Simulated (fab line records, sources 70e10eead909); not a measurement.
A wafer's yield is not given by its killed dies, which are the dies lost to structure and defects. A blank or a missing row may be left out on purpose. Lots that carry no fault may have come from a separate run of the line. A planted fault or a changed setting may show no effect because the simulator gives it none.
fab line records    flow nand-harc
record lots=13  wafers=39  last-day=31
route steps=1302 shown A_BONDPAD@1222 THIN_TSV@1244 END@1302
lots that met no fault: taken from a fault-free run of the same line
start-h: the number of hours between the record's first day and the start of the first shown wafer of the lot    wait-h: hours since the lot's step before    " unchanged from the row above    L1.1+2: a row that stands for several wafers    - either no value or no given start    * or withheld: withheld    < > ~ a bound
route shown NAME@n: names a module that has steps shown in the file, with the first one's number in the route    usual: mean and standard deviation over wafers with no fault    same: alike in all rows    chamber/n: place in a boat    sites: each site's reading    _std_site: standard deviation across them    _edge_site: inner sites' mean taken away from outer sites' mean    radius-mm: how far each site lies from the wafer's centre    mask NAME#n: copy n    behind: the last tool/chamber to shape the wafer    hold: reason for holding the lot/hours on hold/outcome of the hold    device: the transistor (n, p or np) that didn't switch    end of line: tests run on the same wafers once the route is complete    a step without rows: its recipe alone    killed: the dies lost at the first sort to structure and to defects; this is not the yield of the wafer    map: a wafer's dies, marking killed ones x, the rest . and places with no die _
set.NAME: the run value of the setting; set.NAME@STEP: its run value at that earlier step    model.NAME: the simulator's own value behind a step, which no gauge read
a sample of lots followed through the steps of the route, with each step as a table and each wafer as a row
services: from which hour (start-h, from the record's first day; less than 0 if before it) a tool's chamber was out of use, for how many hours, and why
## steps
# step NHARC_A_BONDPAD_STRIP_15
# recipe o2-flow-sccm=500  ar-flow-sccm=0  bias-w=0  chemistry=O2
# usual chamber-pressure-mTorr=59.99/0.053  drypump-motor-current-A=5.72/0.29  oes-product-au=0.998/0.011  rf-vpp-V=57.6/0.91  showerhead-plenum-p-Torr=3.51/0.15  throttle-valve-pct=17.036/0.0086
lot.wafer  tool         chamber  start-h  wait-h  chamber-pressure-mTorr  drypump-motor-current-A  oes-product-au  rf-hours-counter-h  rf-vpp-V  showerhead-plenum-p-Torr  throttle-valve-pct
L929.5     rie-diel-04  2        552.93   0.1     60.00                   5.74                     1.003           -                   56.7      3.44                      17.035
L929.4     "            0        "        "       59.95                   5.54                     1.009           -                   58.8      3.37                      17.029
L929.6     "            1        "        "       59.94                   5.74                     0.988           -                   58.4      3.44                      17.026
L926.1     rie-diel-04  0        555.08   0.1     60.00                   5.58                     1.011           1                   56.1      3.37                      17.039
L926.6     "            1        "        "       60.01                   5.75                     0.985           -                   57.7      3.44                      17.044
L926.4     "            0        "        "       60.00                   5.58                     1.016           -                   56.6      3.37                      17.040
L927.2     rie-diel-04  1        562.28   0.1     60.00                   5.74                     0.989           1                   57.7      3.44                      17.040
L927.6     "            1        "        "       59.95                   5.74                     1.004           -                   58.1      3.44                      17.056
L927.5     "            2        "        "       60.05                   5.73                     0.999           -                   57.4      3.44                      17.032
L930.3     rie-diel-04  0        583.19   0.1     60.00                   5.55                     1.001           2                   56.0      3.37                      17.026
L930.6     "            3        "        "       59.98                   5.50                     1.019           -                   58.0      3.77                      17.045
L930.5     "            0        "        "       60.03                   5.54                     1.002           -                   57.5      3.37                      17.045
L931.2     rie-diel-03  1        586.97   0.1     59.99                   6.19                     1.006           19                  56.9      3.38                      17.026
L931.4     "            3        "        "       60.03                   5.91                     0.997           19                  58.7      3.70                      17.018
L931.5     "            1        "        "       60.04                   6.19                     0.999           -                   57.5      3.38                      17.043
L932.4     rie-diel-03  3        596.45   0.1     60.02                   5.94                     1.000           20                  59.1      3.70                      17.038
L932.6     "            1        "        "       60.01                   6.19                     1.012           -                   57.9      3.38                      17.034
L932.5     "            2        "        "       59.93                   6.25                     1.005           -                   57.2      3.61                      17.039
L934.4     rie-diel-03  0        623.33   0.1     59.95                   5.56                     0.988           25                  57.3      3.35                      17.036
L934.1     "            2        "        "       60.04                   6.24                     0.998           26                  58.0      3.60                      17.041
L934.2     "            3        "        "       60.03                   5.92                     0.989           26                  59.0      3.69                      17.041
L935.2     rie-diel-04  0        639.21   0.1     60.07                   5.56                     1.003           3                   56.8      3.37                      17.039
L935.3     "            1        "        "       60.06                   5.73                     0.983           3                   58.4      3.44                      17.043
L935.1     "            2        "        "       59.99                   5.75                     0.981           3                   56.9      3.44                      17.033
L936.2     rie-diel-02  3        639.58   0.1     60.00                   5.23                     0.995           20                  58.6      3.71                      17.037
L936.3     "            0        "        "       59.92                   5.25                     1.009           21                  57.2      3.59                      17.022
L936.6     "            2        "        "       60.04                   5.94                     1.004           -                   57.0      3.45                      17.021
L937.1     rie-diel-03  0        645.48   0.1     60.03                   5.57                     0.995           0                   57.4      3.35                      17.031
L937.3     "            1        "        "       59.97                   6.19                     0.996           0                   57.1      3.37                      17.033
L937.4     "            0        "        "       60.06                   5.56                     0.989           -                   57.7      3.35                      17.039
L938.2     rie-diel-04  3        650.54   0.1     59.96                   5.53                     1.024           3                   56.7      3.77                      17.032
L938.1     "            0        "        "       59.93                   5.55                     1.022           3                   56.8      3.37                      17.041
L938.5     "            3        "        "       60.00                   5.50                     1.025           -                   57.4      3.77                      17.031
L939.1     rie-diel-03  1        655.69   0.1     60.02                   6.20                     1.012           2                   56.3      3.37                      17.044
L939.6     "            1        "        "       59.96                   6.20                     1.011           -                   57.6      3.37                      17.041
L939.5     "            2        "        "       59.83                   6.23                     1.008           -                   57.9      3.60                      17.024
L943.2     rie-diel-03  2        721.07   0.1     59.96                   6.24                     0.998           14                  55.7      3.59                      17.037
L943.1     "            3        "        "       60.02                   5.89                     0.981           14                  57.6      3.68                      17.034
L943.3     "            0        "        "       60.03                   5.57                     0.981           15                  58.3      3.34                      17.052
# step NHARC_A_BONDPAD_ANNEAL_28
# recipe temp-c=225  time-s=90
# usual anneal-temp-c=225.02/0.19  wafer_temp_C_max=225.9/0.47
# same time-s=90
lot.wafer  tool           chamber  start-h  wait-h  anneal-temp-c  wafer_temp_C_max
L929.4     rtp-anneal-01  0        554.37   0.4     225.17         225.6
L929.5     "              0        "        "       224.99         225.5
L929.6     "              0        "        "       225.00         225.4
L926.1     rtp-anneal-01  0        556.39   -       225.01         225.9
L926.4     "              0        "        "       225.09         225.6
L926.6     "              0        "        "       224.88         225.8
L927.2     rtp-anneal-02  0        563.63   0.4     225.01         226.7
L927.5     "              0        "        "       224.85         226.5
L927.6     "              0        "        "       225.03         226.7
L930.3     rtp-anneal-02  0        584.64   -       224.62         226.2
L930.5     "              0        "        "       224.89         226.3
L930.6     "              0        "        "       224.68         226.3
L931.2     rtp-anneal-01  0        588.57   -       225.29         225.7
L931.4     "              0        "        "       225.35         225.8
L931.5     "              0        "        "       225.47         225.7
L932.4     rtp-anneal-02  0        597.86   0.3     224.90         226.4
L932.5     "              0        "        "       224.88         226.4
L932.6     "              0        "        "       225.28         226.2
L934.1     rtp-anneal-01  0        624.66   -       224.83         225.5
L934.2     "              0        "        "       225.41         225.8
L934.4     "              0        "        "       224.77         225.6
L935.1     rtp-anneal-01  0        640.50   0.3     225.27         225.7
L935.2     "              0        "        "       225.31         225.4
L935.3     "              0        "        "       224.88         225.9
L936.2     rtp-anneal-01  0        641.18   0.4     224.59         225.6
L936.3     "              0        "        "       224.67         225.6
L936.6     "              0        "        "       224.35         225.5
L937.1     rtp-anneal-01  0        646.83   -       225.06         225.7
L937.3     "              0        "        "       225.06         225.9
L937.4     "              0        "        "       225.00         225.7
L938.1     rtp-anneal-01  0        651.81   -       225.05         225.7
L938.2     "              0        "        "       224.80         225.7
L938.5     "              0        "        "       224.94         225.6
L939.1     rtp-anneal-01  0        656.97   -       224.77         225.2
L939.5     "              0        "        "       225.04         225.7
L939.6     "              0        "        "       225.07         225.7
L943.1     rtp-anneal-01  0        722.36   -       224.91         226.1
L943.2     "              0        "        "       225.05         225.7
L943.3     "              0        "        "       225.21         225.9
# step NHARC_A_BONDPAD_THK_MEAS_20
# recipe thk-meas-gauge=xrf
# usual thk-nm=169.8/1.6
lot.wafer  tool           chamber  start-h  wait-h  thk-nm
L929.4     film-metro-02  -        554.88   -       170.8
L929.5     "              -        "        "       170.1
L929.6     "              -        "        "       172.0
L926.1     film-metro-01  -        557.05   -       167.7
L926.4     "              -        "        "       170.7
L926.6     "              -        "        "       167.5
L927.2     film-metro-02  -        564.25   -       170.1
L927.5     "              -        "        "       170.2
L927.6     "              -        "        "       168.7
L930.3     film-metro-02  -        585.21   -       170.2
L930.5     "              -        "        "       170.5
L930.6     "              -        "        "       168.5
L931.2     film-metro-01  -        589.18   -       171.8
L931.4     "              -        "        "       170.0
L931.5     "              -        "        "       172.3
L932.4     film-metro-01  -        598.38   -       170.3
L932.5     "              -        "        "       170.0
L932.6     "              -        "        "       170.1
L934.1     film-metro-01  -        625.33   -       169.6
L934.2     "              -        "        "       170.0
L934.4     "              -        "        "       171.2
L935.1     film-metro-02  -        641.16   -       169.7
L935.2     "              -        "        "       170.5
L935.3     "              -        "        "       170.1
L936.2     film-metro-02  -        641.80   -       170.0
L936.3     "              -        "        "       169.0
L936.6     "              -        "        "       172.8
L937.1     film-metro-01  -        647.50   -       172.3
L937.3     "              -        "        "       168.2
L937.4     "              -        "        "       168.3
L938.1     film-metro-02  -        652.48   -       172.1
L938.2     "              -        "        "       169.0
L938.5     "              -        "        "       172.6
L939.1     film-metro-01  -        657.65   -       167.3
L939.5     "              -        "        "       168.9
L939.6     "              -        "        "       168.1
L943.1     film-metro-01  -        723.02   -       168.0
L943.2     "              -        "        "       170.5
L943.3     "              -        "        "       170.2
# step NHARC_THIN_TSV_GRIND_00
# recipe target-thk-um=6
# usual motor-current-A=11.999/0.022
lot.wafer  tool        chamber  start-h  wait-h  motor-current-A
L926.1     grinder-01  0        569.78   6.2     12.022
L926.4     "           0        "        "       12.011
L926.6     "           0        "        "       12.025
L929.4     grinder-01  0        571.57   8.0     12.004
L929.5     "           0        "        "       11.977
L929.6     "           0        "        "       11.962
L927.2     grinder-01  0        574.33   0.3     11.986
L927.5     "           0        "        "       12.009
L927.6     "           0        "        "       12.026
L930.3     grinder-01  0        595.73   0.5     12.033
L930.5     "           0        "        "       12.014
L930.6     "           0        "        "       12.000
L931.2     grinder-01  0        603.26   0.3     12.008
L931.4     "           0        "        "       11.961
L931.5     "           0        "        "       11.994
L932.4     grinder-01  0        608.79   0.7     11.994
L932.5     "           0        "        "       12.055
L932.6     "           0        "        "       11.992
L934.1     grinder-01  0        636.16   0.1     12.028
L934.2     "           0        "        "       12.016
L934.4     "           0        "        "       12.006
L935.1     grinder-01  0        651.45   0.1     11.991
L935.2     "           0        "        "       11.978
L935.3     "           0        "        "       12.019
L936.2     grinder-01  0        652.86   1.5     12.026
L936.3     "           0        "        "       11.998
L936.6     "           0        "        "       11.991
L937.1     grinder-01  0        657.41   0.1     11.998
L937.3     "           0        "        "       11.977
L937.4     "           0        "        "       11.980
L938.1     grinder-01  0        662.37   0.1     12.007
L938.2     "           0        "        "       11.975
L938.5     "           0        "        "       12.006
L939.1     grinder-01  0        667.61   0.1     11.994
L939.5     "           0        "        "       12.010
L939.6     "           0        "        "       11.995
L943.1     grinder-01  0        732.37   1.4     12.016
L943.2     "           0        "        "       11.998
L943.3     "           0        "        "       11.977
# step NHARC_END_SORT_01
# recipe temp-c=25
# usual defect-limited-yield=90.9/2.6  killed-at-array=57/18  killed-at-other=0.8/1  killed-at-periphery=3.9/2.8  killed-dies=62/18  killed-open=3.4/1.8  killed-short=2.2/1.6
# same gross-dies=677
lot.wafer  tool       chamber  start-h  wait-h  defect-limited-yield[%]  killed-at-array  killed-at-other  killed-at-periphery  killed-dies  killed-open  killed-short
L937.1     prober-01  0        676.93   2.5     97.5                     16               0                1                    17           5            0
L937.3     prober-01  0        678.53   3.1     97.8                     14               1                0                    15           4            4
L937.4     prober-01  0        679.32   3.4     96.0                     23               1                3                    27           9            3
L939.1     prober-02  0        683.77   2.5     0                        49               627              1                    677          2            1
L939.5     prober-02  0        686.96   3.7     0                        39               633              5                    677          4            1
L939.6     prober-02  0        687.76   4.0     0                        41               634              2                    677          3            2
L938.1     prober-01  0        684.70   2.5     91.6                     51               1                5                    57           5            0
L938.2     prober-01  0        685.51   2.8     93.1                     45               0                2                    47           4            1
L938.5     prober-01  0        687.95   3.7     91.3                     52               1                6                    59           4            4
L943.1     prober-02  0        748.90   2.5     0                        30               641              6                    677          0            2
L943.2     prober-02  0        749.68   2.8     0                        37               635              5                    677          1            0
L943.3     prober-02  0        750.47   3.1     0                        35               635              7                    677          5            6
# killed by level:class
L937.1 A_CHANNEL_HOLE_D1:chamber-film-flake=5 A_CONTACT:chamber-film-flake=3 A_M0:geometric-particle:open=2 A_SLIT:chamber-film-flake=2 P_M1:geometric-particle:open=1 A_CONTACT:geometric-particle:open=1 A_BLC:geometric-particle:open=1 A_BLC:chamber-film-flake=1
L937.3 A_CHANNEL_HOLE_D1:chamber-film-flake=4 A_CHANNEL_HOLE_D1:geometric-particle:open=1 A_CHANNEL_FILL_D1:geometric-particle:short=1 A_DECK1_JOINT:geometric-particle:short=1 A_DECK1_JOINT:geometric-particle:open=1 A_CHANNEL_HOLE_D2:geometric-particle:open=1 A_SGD_CUT:geometric-particle:open=1 A_WL_FILL:geometric-particle:short=1
L937.4 A_CHANNEL_HOLE_D1:chamber-film-flake=7 A_CONTACT:chamber-film-flake=3 A_WL_FILL:geometric-particle:open=2 A_SLIT:chamber-film-flake=2 P_GATE:geometric-particle:open=1 P_M0:geometric-particle:open=1 A_ONON_D1:geometric-particle:open=1 A_DECK1_JOINT:geometric-particle:open=1
L939.1 THIN_TSV:area-cmp=627 A_SLIT:chamber-film-flake=24 A_CHANNEL_HOLE_D1:chamber-film-flake=12 A_STAIRCASE:chamber-film-flake=6 A_WL_FILL:chamber-film-flake=3 A_CONTACT:chamber-film-flake=2 P_M0:geometric-particle:open=1 A_ONON_D2:geometric-particle:short=1
L938.1 A_CHANNEL_HOLE_D1:chamber-film-flake=32 A_CONTACT:chamber-film-flake=8 A_WL_FILL:chamber-film-flake=4 P_STI:chamber-film-flake=2 A_STAIRCASE:chamber-film-flake=2 A_SLIT:chamber-film-flake=2 P_GATE:geometric-particle:open=1 P_CONTACT:geometric-particle:open=1
L938.2 A_CHANNEL_HOLE_D1:chamber-film-flake=29 A_WL_FILL:chamber-film-flake=6 A_CONTACT:chamber-film-flake=3 P_STI:chamber-film-flake=2 A_CHANNEL_FILL_D1:geometric-particle:open=1 A_DECK1_JOINT:geometric-particle:open=1 A_CHANNEL_HOLE_D2:geometric-particle:short=1 A_CHANNEL_FILL_D2:geometric-particle:open=1
L939.5 THIN_TSV:area-cmp=633 A_SLIT:chamber-film-flake=26 A_CHANNEL_HOLE_D1:chamber-film-flake=6 A_STAIRCASE:chamber-film-flake=6 P_GATE:geometric-particle:open=3 P_CONTACT:geometric-particle:open=1 A_DECK1_JOINT:geometric-particle:short=1 P_M2:chamber-film-flake=1
L939.6 THIN_TSV:area-cmp=634 A_SLIT:chamber-film-flake=27 A_WL_FILL:chamber-film-flake=4 A_CHANNEL_HOLE_D1:chamber-film-flake=3 A_STAIRCASE:chamber-film-flake=2 P_CONTACT:geometric-particle:short=1 P_CONTACT:geometric-particle:open=1 A_SOURCE_PLATE:geometric-particle:short=1
L938.5 A_CHANNEL_HOLE_D1:chamber-film-flake=34 A_CONTACT:chamber-film-flake=5 A_SLIT:chamber-film-flake=3 A_WL_FILL:chamber-film-flake=3 P_CONTACT:geometric-particle:open=2 P_M2:chamber-film-flake=2 A_STAIRCASE:chamber-film-flake=2 P_STI:geometric-particle:open=1
L943.1 THIN_TSV:area-cmp=639 A_CHANNEL_HOLE_D1:chamber-film-flake=7 P_M1:chamber-film-flake=5 A_SLIT:chamber-film-flake=5 A_CONTACT:chamber-film-flake=5 A_DECK1_JOINT:chamber-film-flake=2 A_CHANNEL_FILL_D1:chamber-film-flake=2 A_STAIRCASE:chamber-film-flake=2
L943.2 THIN_TSV:area-cmp=635 A_CHANNEL_HOLE_D1:chamber-film-flake=14 A_SLIT:chamber-film-flake=10 A_CONTACT:chamber-film-flake=4 A_STAIRCASE:chamber-film-flake=3 P_GATE:chamber-film-flake=2 P_M1:chamber-film-flake=2 A_ONON_D2:geometric-particle:open=1
L943.3 THIN_TSV:area-cmp=635 A_CHANNEL_HOLE_D1:chamber-film-flake=8 A_STAIRCASE:chamber-film-flake=5 A_CONTACT:chamber-film-flake=4 A_BONDPAD:chamber-film-flake=4 P_M1:chamber-film-flake=3 P_M2:geometric-particle:short=2 A_SOURCE_PLATE:geometric-particle:open=2
## services
tool         chamber  start-h  hours  kind
rie-diel-04  -        531.90   9.0    pm
rie-diel-04  0        531.90   9.0    vent-cycle
rie-diel-04  1        531.90   9.0    vent-cycle
rie-diel-04  2        531.90   9.0    vent-cycle
rie-diel-04  3        531.90   9.0    vent-cycle
rie-diel-02  0        539.74   2.6    repair
rie-diel-03  0        540.82   -      clean
rie-diel-03  1        540.82   -      clean
rie-diel-03  2        540.82   -      clean
rie-diel-03  3        540.82   -      clean
rie-diel-04  0        540.90   -      clean
rie-diel-02  2        541.20   28.6   repair
rie-diel-04  3        548.38   10.6   repair
grinder-01   -        551.45   1.2    repair
rie-diel-02  -        559.32   0.6    repair
grinder-01   -        567.12   2.3    repair
rie-diel-02  -        571.69   9.0    pm
rie-diel-02  -        592.64   0.9    repair
grinder-01   -        598.82   2.1    repair
rie-diel-03  -        635.38   9.0    pm
grinder-01   -        661.22   0.4    repair
grinder-01   -        666.42   0.8    repair
rie-diel-04  0        690.87   2.9    repair
rie-diel-04  -        708.90   9.0    pm
## key
first-sign step=NHARC_END_SORT_01  reading=killed-at-other  direction=up  sigmas=99+  usual=0.8  struck=634.2
effect step=NHARC_END_SORT_01  reading=defect-limited-yield  direction=down  sigmas=34  usual=90.9  struck=0
more-kills-born-at NHARC_THIN_TSV_CMP_01@cmp-04=3803
met-at NHARC_THIN_TSV_GRIND_00
struck-lots L939,L943
later-rows-left-out L939.1,L939.5,L939.6,L943.1,L943.2,L943.3
not-acting-at NHARC_A_BONDPAD_STRIP_15,NHARC_A_BONDPAD_ANNEAL_28,NHARC_A_BONDPAD_THK_MEAS_20
onset-between 662.37 667.61
also-fits time
fault kind=process-parameter-drift  tool=grinder-01  chamber=-  onset-h=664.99  steps=NHARC_THIN_TSV_GRIND_00  channel=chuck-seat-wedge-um  offset=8  shape=step
# later-rows-left-out: the simulator's readings of these wafers behind a module that went badly wrong aren't trusted and aren't shown, but for the sort
